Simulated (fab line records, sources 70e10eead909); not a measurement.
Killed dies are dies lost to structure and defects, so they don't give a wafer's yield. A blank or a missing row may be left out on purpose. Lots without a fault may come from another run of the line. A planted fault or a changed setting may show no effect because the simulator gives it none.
Chamber matching | flow nand_harc | NHARC_A_SLIT_DEP_25 on pecvd-03: 3 sister chambers
The step deposits SiO2, target thk 200 nm. 14 wafers are shown with their chamber, then 6 later ones without.

WAFERS WITH THEIR CHAMBER
wafer  | chamber | throttle_valve_pct (%) | heater_power_w (W)
L531.1 | 0       | 16.5                   | 545
L531.3 | 2       | 15.3                   | 454
L531.6 | 1       | 16.5                   | 483
L534.2 | 1       | 16.2                   | 495
L534.4 | 1       | 16.3                   | 510
L535.1 | 1       | 16.5                   | 484
L535.4 | 0       | 16.5                   | 646
L535.6 | 1       | 16.4                   | 510
L533.2 | 2       | 15.4                   | 465
L533.4 | 1       | 16.5                   | 491
L533.5 | 0       | 16.7                   | 540
L547.2 | 0       | 16.7                   | 595
L547.4 | 2       | 15.2                   | 460
L547.5 | 0       | 16.8                   | 598

SIGNATURES (means of the wafers above)
reading            | chamber 0 | chamber 1 | chamber 2 | scatter within a chamber
throttle_valve_pct | 16.640    | 16.400    | 15.300    | 0.125
heater_power_w     | 584.80    | 495.50    | 459.67    | 27.6
Rule: a wafer's distance from a chamber is the root of the sum, over the readings, of the square of ((its reading less the chamber's mean) divided by the reading's scatter). The wafer belongs to the nearest chamber; if the next one is less than 2 further off, it can't be placed. The scatter: the root of (the sum of the squares of (reading less its chamber's mean) over the shown wafers, divided by (wafers less chambers)).

WAFERS WITHOUT THEIR CHAMBER
wafer  | throttle_valve_pct (%) | heater_power_w (W)
L550.1 | 16.6                   | 631
L550.2 | 16.8                   | 487
L550.5 | 16.7                   | 484
L553.1 | 16.4                   | 506
L553.3 | 16.6                   | 603
L553.5 | 16.7                   | 623

WHICH CHAMBER EACH WENT THROUGH
wafer  | from the rows above     | in truth
L550.1 | 0                       | 0
L550.2 | can't be placed: 1 or 0 | 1
L550.5 | can't be placed: 1 or 0 | 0
L553.1 | 1                       | 1
L553.3 | 0                       | 0
L553.5 | 0                       | 0
Placed correctly: 4 of 6. Can't be placed from these rows: 2 (the true chamber is among the candidates in 2). Placed wrongly: 0.
